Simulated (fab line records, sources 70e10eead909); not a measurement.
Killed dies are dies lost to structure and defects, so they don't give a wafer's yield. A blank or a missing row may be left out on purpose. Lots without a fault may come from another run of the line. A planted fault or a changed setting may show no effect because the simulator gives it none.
A struck lot beside a sound one | flow nand_harc | 17 steps out of a route of 1159
Sound: wafers L804.1, L804.2, L804.6. Struck: wafers L809.1, L809.3, L809.6. The cause comes at the end.
At each step with rows: each side's tool, then ch and its chambers, then its first start. Under that, the readings that differ: sound wafers | struck wafers | difference of the means | sigmas: that difference in standard deviations of wafers without a fault.
alike: readings whose means differ by less than 2 such deviations, and words and numbers that are the same on both sides. not compared: withheld readings, readings that some wafer has no value for, bounds like >300 that may hide the same value, and numbers for which the record gives no deviation and whose values overlap.
The two part at a step that has a row with sigmas, a row that says differs or no value, or rows on one side only. Numbers that don't overlap but have no deviation are shown without sigmas and don't part them. A reading that every wafer of one side lacks parts them only if that side has two wafers or more.

NHARC_P_M2_INSPECT_11:
  sound on defect_inspect-02, day 7 04:17; struck on defect_inspect-01, day 8 12:16
  alike: raw_defect_count
then, 1 step without rows for these wafers: NHARC_P_M2_DESCUM_14 (chemistry O2, time 3 s).
NHARC_P_M2_ETCH_35: etches the open film in N2/H2, target depth 40 nm, overetch 12 nm, time 43.94 s.
  sound on rie_diel-13 ch 0,1,2, day 7 04:26; struck on rie_diel-13 ch 1,3, day 8 12:25
  alike: drypump_motor_current_A, h2_flow_sccm, n2_flow_sccm, oes_product_au, rf_fwd_power_W, rf_vpp_V, showerhead_plenum_p_Torr, throttle_valve_pct
  not compared: rf_hours_counter_h
NHARC_P_M2_ETCH_15: etches the open film in C4F8/Ar, target depth 182.5 nm, time 91.2 s.
  sound on rie_diel-13 ch 0,1,2; struck on rie_diel-13 ch 0,1,2
  alike: oes_product_au, rf_fwd_power_W, rf_vpp_V
  not compared: rf_hours_counter_h
NHARC_P_M2_CD_MEAS_16:
  sound on cd_sem-02, day 7 04:39; struck on cd_sem-03, day 8 12:38
  alike: cd_nm
NHARC_P_M2_STRIP_18: strips in N2/H2.
  sound on rie_diel-13 ch 0,3, day 7 04:44; struck on rie_diel-07 ch 0,1, day 8 12:42
  alike: drypump_motor_current_A, h2_flow_sccm, n2_flow_sccm, oes_product_au, rf_fwd_power_W, rf_vpp_V, showerhead_plenum_p_Torr, throttle_valve_pct
  not compared: rf_hours_counter_h
NHARC_P_M2_ETCH_28: etches the open film in CF4/N2, target depth 30 nm, time 72.99 s.
  sound on rie_diel-13 ch 0,3; struck on rie_diel-07 ch 0,1,2
  reading                     | sound       | struck      | difference | sigmas
  drypump_motor_current_A (A) | 6.1 6.8 6.8 | 5.3 5.0 4.9 | -1.5       | -3
  alike: n2_flow_sccm, oes_product_au, rf_fwd_power_W, rf_vpp_V, showerhead_plenum_p_Torr, throttle_valve_pct
  not compared: rf_hours_counter_h
then, 2 steps without rows for these wafers: NHARC_P_M2_STRIP_19 (strips in post etch residue remover, time 600 s); NHARC_P_M2_DEGAS_29 (time 60 s).
NHARC_P_M2_PRE_CLEAN_30: time 30 s.
  sound on pvd_sputter-01; struck on pvd_sputter-03
  alike: heater_power_w
then, 2 steps without rows for these wafers: NHARC_P_M2_PVD_20 (deposits TaN, target thk 5 nm, time 8.06 s); NHARC_P_M2_PVD_21 (deposits Cu, target thk 30 nm, time 20.49 s).
NHARC_P_M2_ECD_22: material Cu, target thk 400 nm.
  sound on ecd_cu-01 ch 0,1, day 7 05:45; struck on ecd_cu-01 ch 0,1, day 8 13:50
then, 1 step without rows for these wafers: NHARC_P_M2_ANNEAL_31 (time 90 s).
NHARC_P_M2_CMP_23: polishes, t overpolish 20 s, target thk 144.3 nm.
  sound on cmp-02 ch 1,3, day 7 06:28; struck on cmp-03 ch 1,2,3, day 8 14:34
  reading                | sound          | struck         | difference | sigmas
  time_to_endpoint_s (s) | 31.8 30.1 28.8 | 15.9 12.7 17.3 | -14.9      | -7
  alike: motor_current_A
  not compared: pad_life_wafers
NHARC_P_M2_THK_MEAS_24: measures by xrf.
  sound on film_metro-02, day 7 06:47; struck on film_metro-02, day 8 14:50
  alike: thk_nm
-- the record jumps here: 13 days lie between the struck wafers' starts before and after (it left off in module P_M2 and takes up again in module END, whose first step shown is number 1159 of the route) --
NHARC_END_SORT_01:
  the record has rows for the struck wafers here (prober-02 ch 0, day 21 08:49) and none for the sound ones

WHERE THEY PART
First at NHARC_P_M2_ETCH_28; last, within this record, at NHARC_END_SORT_01.

WHY: what the simulator had put in
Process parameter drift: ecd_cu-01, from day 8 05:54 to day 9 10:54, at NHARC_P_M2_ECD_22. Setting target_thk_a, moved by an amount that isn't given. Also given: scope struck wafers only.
